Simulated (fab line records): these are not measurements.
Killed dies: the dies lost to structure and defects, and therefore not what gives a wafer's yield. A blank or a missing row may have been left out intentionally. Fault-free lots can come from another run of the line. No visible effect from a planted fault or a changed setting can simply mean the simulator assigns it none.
Which of the tools did it?    flow n5-finfet    22 lots, 66 wafers sampled, at 3 steps of a route of 1938

WHAT EACH GAUGE READ, for each wafer
N5_BEOL_M14_RS_MEAS_54: a four-point-probe measurement.
lot   measured      on             M14_RS (ohm/sq)
L074  day 11 01:11  film-metro-02  0.0327 0.0325 0.0334
L076  day 11 14:30  film-metro-01  0.0336 0.0327 0.0328
L075  day 12 05:17  film-metro-01  0.0336 0.0327 0.0338
L077  day 12 10:56  film-metro-02  0.0325 0.0320 0.0328
L078  day 13 01:09  film-metro-02  0.0334 0.0321 0.0333
L079  day 13 06:57  film-metro-01  0.0323 0.0344 0.0337
L080  day 13 11:34  film-metro-01  0.0332 0.0334 0.0333
L083  day 13 21:02  film-metro-01  0.0330 0.0327 0.0331
L081  day 14 06:31  film-metro-02  0.0324 0.0328 0.0327
L082  day 14 07:10  film-metro-02  0.0327 0.0337 0.0337
L084  day 14 10:46  film-metro-02  0.0333 0.0330 0.0328
L085  day 14 22:35  film-metro-01  0.0334 0.0332 0.0326
L086  day 15 02:55  film-metro-01  0.0333 0.0335 0.0332
L089  day 15 05:53  film-metro-01  0.0333 0.0334 0.0327
L087  day 15 08:09  film-metro-01  0.0336 0.0341 0.0335
L088  day 15 12:12  film-metro-01  0.0327 0.0332 0.0336
L092  day 16 01:59  film-metro-02  0.0338 0.0324 0.0344
L093  day 16 02:07  film-metro-02  0.0334 0.0329 0.0332
L091  day 16 08:04  film-metro-02  0.0329 0.0328 0.0330
L095  day 17 05:49  film-metro-02  0.0339 0.0335 0.0336
L097  day 17 20:16  film-metro-02  0.0338 0.0338 0.0337
L096  day 18 11:35  film-metro-02  0.0323 0.0336 0.0327

EACH LOT AND THE TOOL THAT RAN IT (in order: tool; ch and the chambers of the sampled wafers; start)
lot   N5_BEOL_M14_STRIP_63                           N5_BEOL_M14_DEGAS_41
L074  rie-diel-01 ch 0,1,2, day 10 23:29 or earlier  pvd-sputter-02, day 10 23:29
L076  rie-diel-02 ch 2,3, day 11 13:14 or earlier    pvd-sputter-02, day 11 13:14
L075  rie-diel-02 ch 1,2,3, day 12 03:44 or earlier  pvd-sputter-03, day 12 03:44
L077  rie-diel-04 ch 1,2,3, day 12 09:07 or earlier  pvd-sputter-03, day 12 09:07
L078  rie-diel-02 ch 0,1,3, day 12 23:51 or earlier  pvd-sputter-01, day 12 23:51
L079  rie-diel-01 ch 0,2, day 13 05:40 or earlier    pvd-sputter-02, day 13 05:40
L080  rie-diel-04 ch 0,1,2, day 13 10:07 or earlier  pvd-sputter-03, day 13 10:07
L083  rie-diel-01 ch 0,1,2, day 13 19:45 or earlier  pvd-sputter-03, day 13 19:45
L081  rie-diel-04 ch 0,2,3, day 14 05:14 or earlier  pvd-sputter-03, day 14 05:14
L082  rie-diel-02 ch 0,1,3, day 14 05:54 or earlier  pvd-sputter-03, day 14 05:54
L084  rie-diel-04 ch 1,2,3, day 14 09:28 or earlier  pvd-sputter-01, day 14 09:28
L085  rie-diel-04 ch 0,1,3, day 14 21:19 or earlier  pvd-sputter-01, day 14 21:19
L086  rie-diel-02 ch 0,3, day 15 01:38 or earlier    pvd-sputter-03, day 15 01:38
L089  rie-diel-04 ch 0,1,2, day 15 04:37 or earlier  pvd-sputter-03, day 15 04:37
L087  rie-diel-02 ch 2,3, day 15 06:53 or earlier    pvd-sputter-02, day 15 06:53
L088  rie-diel-02 ch 2,3, day 15 10:56 or earlier    pvd-sputter-01, day 15 10:56
L092  rie-diel-04 ch 0,1,3, day 16 00:43 or earlier  pvd-sputter-01, day 16 00:43
L093  rie-diel-01 ch 0,3, day 16 00:50 or earlier    pvd-sputter-03, day 16 00:50
L091  rie-diel-01 ch 1,3, day 16 06:37 or earlier    pvd-sputter-01, day 16 06:37
L095  rie-diel-04 ch 0,2, day 17 04:32 or earlier    pvd-sputter-02, day 17 04:32
L097  rie-diel-02 ch 0,1, day 17 18:58 or earlier    pvd-sputter-03, day 17 18:58
L096  rie-diel-02 ch 0,1,3, day 18 09:40 or earlier  pvd-sputter-02, day 18 09:40
- N5_BEOL_M14_STRIP_63: strips in O2.
- N5_BEOL_M14_DEGAS_41: time 60 s.

AS READ BY THE TOOLS THEMSELVES (means over the sampled wafers that have a number; for cases with no such wafer, the mark the record gives instead)
N5_BEOL_M14_STRIP_63.
lot   tool         drypump-motor-current-A (A)  oes-product-au (a.u.)  rf-vpp-V (V)  showerhead-plenum-p-Torr (Torr)  throttle-valve-pct (%)
L074  rie-diel-01  5.8                          0.79                   3.0           2.19                             16.56
L076  rie-diel-02  5.4                          0.71                   3.8           2.11                             16.68
L075  rie-diel-02  5.1                          0.74                   3.7           2.12                             16.77
L077  rie-diel-04  5.5                          0.83                   2.9           2.09                             16.69
L078  rie-diel-02  5.2                          0.82                   4.1           2.13                             16.78
L079  rie-diel-01  5.8                          0.82                   3.6           2.21                             16.49
L080  rie-diel-04  5.5                          0.87                   3.5           2.07                             16.63
L083  rie-diel-01  5.8                          0.87                   3.9           2.18                             16.44
L081  rie-diel-04  5.6                          0.84                   3.5           2.10                             16.68
L082  rie-diel-02  5.1                          0.80                   3.9           2.13                             16.81
L084  rie-diel-04  5.5                          0.81                   3.3           2.09                             16.72
L085  rie-diel-04  5.6                          0.85                   4.2           2.07                             16.62
L086  rie-diel-02  5.5                          0.84                   3.0           2.14                             16.75
L089  rie-diel-04  5.5                          0.85                   4.0           2.07                             16.64
L087  rie-diel-02  5.4                          0.68                   3.4           2.10                             16.74
L088  rie-diel-02  5.2                          0.68                   3.2           2.12                             16.73
L092  rie-diel-04  5.6                          0.83                   3.8           2.07                             16.65
L093  rie-diel-01  5.4                          0.80                   4.0           2.14                             16.52
L091  rie-diel-01  5.8                          0.88                   4.7           2.10                             16.41
L095  rie-diel-04  5.6                          0.85                   2.7           2.07                             16.61
L097  rie-diel-02  5.4                          0.81                   3.2           2.12                             16.87
L096  rie-diel-02  5.1                          0.87                   3.7           2.12                             16.72

N5_BEOL_M14_DEGAS_41.
lot   tool            heater-power-w (W)
L074  pvd-sputter-02  431
L076  pvd-sputter-02  429
L075  pvd-sputter-03  470
L077  pvd-sputter-03  470
L078  pvd-sputter-01  425
L079  pvd-sputter-02  426
L080  pvd-sputter-03  469
L083  pvd-sputter-03  452
L081  pvd-sputter-03  484
L082  pvd-sputter-03  475
L084  pvd-sputter-01  426
L085  pvd-sputter-01  471
L086  pvd-sputter-03  474
L089  pvd-sputter-03  472
L087  pvd-sputter-02  478
L088  pvd-sputter-01  473
L092  pvd-sputter-01  389
L093  pvd-sputter-03  452
L091  pvd-sputter-01  425
L095  pvd-sputter-02  472
L097  pvd-sputter-03  486
L096  pvd-sputter-02  486

THE ANSWER, worked out from the rows above alone
Rule: the usual values come from the lots themselves. Put in order of their means at a reading, lots are off if they are a third of the lots or fewer, leave a main group of 4 or more, and stand apart from it by a gap of 3 or more times the standard deviation of the main group's means; of several such gaps the widest counts. The tables above print the reading to a certain number of digits; a main group whose means all agree to those digits is not used. Also off: a lot with no number at a reading for which 4 or more lots have one. All remaining lots with rows at the step are treated as sound. First the gauges in route order, then the tools' own readings, where a lot's mean is used as printed above. The first step at which some lot is off is used, and at that step the reading that is off furthest; a lot without a number counts as furthest.
No lot is off at any reading shown: from this, nothing can be told.

WHAT WAS PUT IN BY THE SIMULATOR
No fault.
